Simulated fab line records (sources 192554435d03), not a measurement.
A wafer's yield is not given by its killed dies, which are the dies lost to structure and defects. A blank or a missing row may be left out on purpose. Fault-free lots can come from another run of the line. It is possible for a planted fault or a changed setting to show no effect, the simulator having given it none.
What tool caused it?    flow n5_finfet    Sampling: 10 lots, 28 wafers, 2 of 1938 route steps

## WHAT EACH GAUGE READ, for each wafer
N5_BEOL_M8_INSPECT_30: inspects for defects (brightfield). Usual: 387 for raw_defect_count, sd 94.
lot   measured      on                 raw_defect_count  flag
L394  day 9 16:10   defect_inspect-01  240 254 330       
L395  day 9 16:20   defect_inspect-02  403 396 257       
L404  day 11 19:45  defect_inspect-01  390 382 358       
L408  day 12 17:58  defect_inspect-02  397 465 361       
L411  day 13 08:41  defect_inspect-02  325 662 430       
L413  day 13 23:22  defect_inspect-01  326 357           
L414  day 14 12:52  defect_inspect-02  397 373 373       
L416  day 14 15:22  defect_inspect-01  349 375           
L415  day 14 15:12  defect_inspect-01  280 332 346       
L417  day 14 21:39  defect_inspect-01  454 494 434       

## WHAT TOOL EACH LOT RAN ON (gives the tool, then ch and the chambers of the sampled wafers, and finally the start)
lot   N5_BEOL_M8_DESCUM_16
L394  rie_diel-03 ch 1,2,3, day 9 14:01
L395  rie_diel-01 ch 1,2,3, day 9 14:21
L404  rie_diel-01 ch 0,1,3, day 11 17:20
L408  rie_diel-05 ch 0,1, day 12 17:03
L411  rie_diel-05 ch 0,3, day 13 06:44
L413  rie_diel-05 ch 2,3, day 13 22:02
L414  rie_diel-03 ch 1,2,3, day 14 10:52
L416  rie_diel-01 ch 1,3, day 14 14:10
L415  rie_diel-05 ch 0,3, day 14 14:13
L417  rie_diel-01 ch 1,3, day 14 20:05
- N5_BEOL_M8_DESCUM_16: chemistry O2, time 7.9 s.

## WHAT THE TOOLS THEMSELVES READ (means of the sampled wafers that have a number; where no wafer has one, the mark that the record gives instead)
N5_BEOL_M8_DESCUM_16. Usual: drypump_motor_current_A 5.8 A, standard deviation 0.43; oes_product_au 0.81 a.u., standard deviation 0.083; rf_vpp_V 243.5 V, standard deviation 1.3; showerhead_plenum_p_Torr 2.11 Torr, standard deviation 0.071; throttle_valve_pct 20.38 %, standard deviation 0.23.
lot   tool         drypump_motor_current_A (A)  oes_product_au (a.u.)  rf_vpp_V (V)  showerhead_plenum_p_Torr (Torr)  throttle_valve_pct (%)  flag
L394  rie_diel-03  6.1                          0.86                   243.1         2.10                             20.42                   
L395  rie_diel-01  5.5                          0.81                   243.1         2.07                             20.44                   
L404  rie_diel-01  5.3                          0.83                   242.9         2.06                             20.27                   
L408  rie_diel-05  5.5                          0.75                   244.4         2.15                             20.38                   
L411  rie_diel-05  5.6                          0.71                   244.5         2.11                             20.44                   
L413  rie_diel-05  5.9                          0.80                   243.0         2.09                             20.35                   
L414  rie_diel-03  6.1                          0.81                   243.7         2.08                             20.49                   
L416  rie_diel-01  5.4                          0.81                   243.8         2.06                             20.30                   
L415  rie_diel-05  5.5                          0.73                   244.1         2.15                             20.33                   
L417  rie_diel-01  5.3                          0.80                   241.9         2.05                             20.43                   

## THE ANSWER, worked out from the rows above alone
Rule: lot off if the mean of its wafers having a number is beyond 3 standard deviations from the usual mean. A lot without any number at a reading at which 4 lots or more have one is off too. Where the step has rows for the other lots, those lots are counted as sound. First the gauges in route order, then the tools' own readings, where a lot's mean is used as printed above. The first step at which some lot is off is used, and at that step the reading that is off furthest; a lot without a number counts as furthest.
None of the lots is off at any reading shown; this tells nothing.

## WHAT THE SIMULATOR PUT IN
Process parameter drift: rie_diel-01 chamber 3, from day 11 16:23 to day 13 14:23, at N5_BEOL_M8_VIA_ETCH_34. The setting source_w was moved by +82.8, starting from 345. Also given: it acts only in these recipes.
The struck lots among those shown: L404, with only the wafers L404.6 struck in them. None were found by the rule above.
